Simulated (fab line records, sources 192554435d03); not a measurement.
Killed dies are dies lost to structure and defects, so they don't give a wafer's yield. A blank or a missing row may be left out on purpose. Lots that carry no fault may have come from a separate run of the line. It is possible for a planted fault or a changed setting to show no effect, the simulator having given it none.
What tool caused it? + flow n5Finfet + Sampling: 12 lots, 36 wafers, 2 of 1938 route steps

## WHAT THE GAUGES SHOWED, per wafer
N5_SDB_THK_MEAS_31.
| lot  | measured    | on           | SDB_THK (nm)   |
|------|-------------|--------------|----------------|
| L075 | day 4 02:58 | filmMetro-01 | 63.7 61.9 64.6 |
| L077 | day 4 15:38 | filmMetro-02 | 64.2 61.9 63.2 |
| L079 | day 5 05:07 | filmMetro-01 | 61.8 62.3 60.3 |
| L081 | day 5 16:22 | filmMetro-02 | 63.5 64.0 61.7 |
| L083 | day 6 02:05 | filmMetro-01 | 65.3 63.2 65.1 |
| L085 | day 6 18:50 | filmMetro-02 | 62.1 63.9 61.6 |
| L087 | day 7 11:43 | filmMetro-02 | 62.9 63.3 61.8 |
| L089 | day 8 00:36 | filmMetro-02 | 64.2 65.0 64.4 |
| L091 | day 8 10:53 | filmMetro-01 | 65.1 64.7 66.9 |
| L093 | day 8 18:29 | filmMetro-01 | 64.9 63.6 64.8 |
| L095 | day 9 04:43 | filmMetro-01 | 62.9 60.6 61.4 |
| L097 | day 9 16:58 | filmMetro-01 | 67.2 67.8 61.7 |

## EACH LOT AND THE TOOL THAT RAN IT (in order: tool; ch and the chambers of the sampled wafers; start)
| lot  | N5_SDB_CMP_30                |
|------|------------------------------|
| L075 | cmp-01 ch 1,2, day 4 02:40   |
| L077 | cmp-01 ch 0,1,3, day 4 15:20 |
| L079 | cmp-01 ch 0,2,3, day 5 04:49 |
| L081 | cmp-01 ch 0,1,3, day 5 16:06 |
| L083 | cmp-01 ch 0,2,3, day 6 01:52 |
| L085 | cmp-02 ch 1,2,3, day 6 18:37 |
| L087 | cmp-01 ch 0,2,3, day 7 11:25 |
| L089 | cmp-01 ch 0,3, day 8 00:20   |
| L091 | cmp-02 ch 1,2, day 8 10:38   |
| L093 | cmp-02 ch 0,1,3, day 8 18:16 |
| L095 | cmp-02 ch 0,1, day 9 04:25   |
| L097 | cmp-01 ch 0,1,2, day 9 16:47 |
- N5_SDB_CMP_30: polishes, stops on poly-Si, t overpolish 1.54 s, target thk 30 nm.

## THE ANSWER, worked out from the rows above alone
Rule: the lots themselves supply what counts as usual. Put in order of their means at a reading, lots are off if they are a third of the lots or fewer, leave a main group of 4 or more, and stand apart from it by a gap of 3 or more times the standard deviation of the main group's means; of several such gaps the widest counts. The tables above print the reading to a certain number of digits; a main group whose means all agree to those digits is not used. A lot without any number at a reading at which 4 lots or more have one is off too. Any other lot the step has rows for is counted as sound.
None of the lots is off at any reading shown; this tells nothing.

## WHAT THE SIMULATOR PUT IN
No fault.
